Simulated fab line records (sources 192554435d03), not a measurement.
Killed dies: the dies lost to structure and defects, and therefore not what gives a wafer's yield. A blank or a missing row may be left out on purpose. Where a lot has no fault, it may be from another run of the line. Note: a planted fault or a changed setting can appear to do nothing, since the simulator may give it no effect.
Struck lot and sound lot, side by side || flow n5-finfet || 17 steps out of a route of 1938
Sound: wafers L387.1, L387.3, L387.6. Struck: wafer L401.2 (L401.3, L401.4, from the same lot, were not struck and are left out); the cause is given at the end.
Order at every step that has rows: each side's tool, ch and its chambers, its first start. Under that, the readings that differ: sound wafers || struck wafers || difference of the means || sigmas: that difference in standard deviations of wafers without a fault.
alike: a reading whose means differ by less than 2 such deviations, as well as words and numbers matching on both sides. not compared: withheld readings; readings where some wafer has no value; bounds like >300 that might hide an equal value; numbers whose values overlap and for which the record gives no deviation.
Wherever a step has rows on one side only, a row that says differs or no value, or a row with sigmas, the two part there. Numbers that have no deviation but don't overlap get no sigmas and don't part them. A reading missing from all wafers of one side parts the sides only when that side holds two or more wafers.

first, 2 steps without rows for these wafers: N5_BEOL_M4_ANNEAL_82 (time 240 s); N5_BEOL_M4_SPUTTER_86 (material Cu, target thk 4.5 nm, time 8.29 s).
N5_BEOL_M4_ANNEAL_87: time 240 s.
  sound on pvd-sputter-03, day 9 22:24; struck on pvd-sputter-02, day 13 13:29
  alike: heater-power-w
N5_BEOL_M4_SPUTTER_88: material Cu, target thk 4.5 nm, time 8.29 s.
  sound on pvd-sputter-03, day 9 22:32; struck on pvd-sputter-02, day 13 13:37
  alike: chuck-sensor-temp-C, throttle-valve-pct
then, 2 steps without rows for these wafers: N5_BEOL_M4_ANNEAL_89 (time 240 s); N5_BEOL_M4_SPUTTER_90 (material Cu, target thk 4.5 nm, time 8.29 s).
N5_BEOL_M4_ANNEAL_91: time 240 s.
  sound on pvd-sputter-03, day 9 22:50; struck on pvd-sputter-02, day 13 13:55
  alike: heater-power-w
then, 2 steps without rows for these wafers: N5_BEOL_M4_SPUTTER_92 (material Cu, target thk 4.5 nm, time 8.29 s); N5_BEOL_M4_ANNEAL_93 (time 240 s).
N5_BEOL_M4_SPUTTER_94: material Cu, target thk 4.5 nm, time 8.29 s.
  sound on pvd-sputter-03, day 9 23:12; struck on pvd-sputter-02, day 13 14:17
  alike: chuck-sensor-temp-C, throttle-valve-pct
then, 2 steps without rows for these wafers: N5_BEOL_M4_ANNEAL_95 (time 240 s); N5_BEOL_M4_SPUTTER_96 (material Cu, target thk 4.5 nm, time 8.29 s).
N5_BEOL_M4_ECD_50: material Cu, target thk 300 nm.
  sound on ecd-cu-02 ch 0,1, day 9 23:32; struck on ecd-cu-02 ch 0, day 13 14:37
{"reading": "model.Cu_of_BEOL_M4_ECD_50.thk-nm (nm)", "sound": "298.6 293 302.2", "struck": 439.2, "difference": "+141.3", "sigmas": ""}
N5_BEOL_M4_ANNEAL_51: time 90 s.
  sound on rtp-anneal-02 ch 0, day 9 23:37; struck on rtp-anneal-02 ch 0, day 13 15:06
{"reading": "wafer_temp_C_max", "sound": "226.13 226.23 226.12", "struck": 225.50, "difference": -0.66, "sigmas": -3}
N5_BEOL_M4_CMP_52: polishes, stops on SiOC, t overpolish 6.8 s, target thk 40 nm.
  sound on cmp-04 ch 1,3, day 9 23:57; struck on cmp-03 ch 0, day 13 16:27
{"reading": "time-to-endpoint-s (s)", "sound": "63 64 63", "struck": 84, "difference": "+21", "sigmas": "+6"}
  alike: motor-current-A, platen-rpm
N5_BEOL_M4_THK_MEAS_53: measures by xrf.
  sound on film-metro-01, day 10 00:13; struck on film-metro-02, day 13 16:44
  alike: M4_THK
N5_BEOL_M4_RC_MEAS_101:
  sound on prober-01 ch 0, day 10 00:33; struck on prober-01 ch 0, day 13 17:31
{"reading": "ION_P (uA/um)", "sound": "470 460 472", "struck": 452, "difference": -15, "sigmas": -2}
  alike: DIBL_N, DIBL_P, IOFF_N, IOFF_P, ION_N, SS_N, SS_P, VT_N, VT_P

WHERE THEY PART
At N5_BEOL_M4_ANNEAL_51 first; at N5_BEOL_M4_RC_MEAS_101 last (within this record only).

WHY: whatever the simulator had introduced
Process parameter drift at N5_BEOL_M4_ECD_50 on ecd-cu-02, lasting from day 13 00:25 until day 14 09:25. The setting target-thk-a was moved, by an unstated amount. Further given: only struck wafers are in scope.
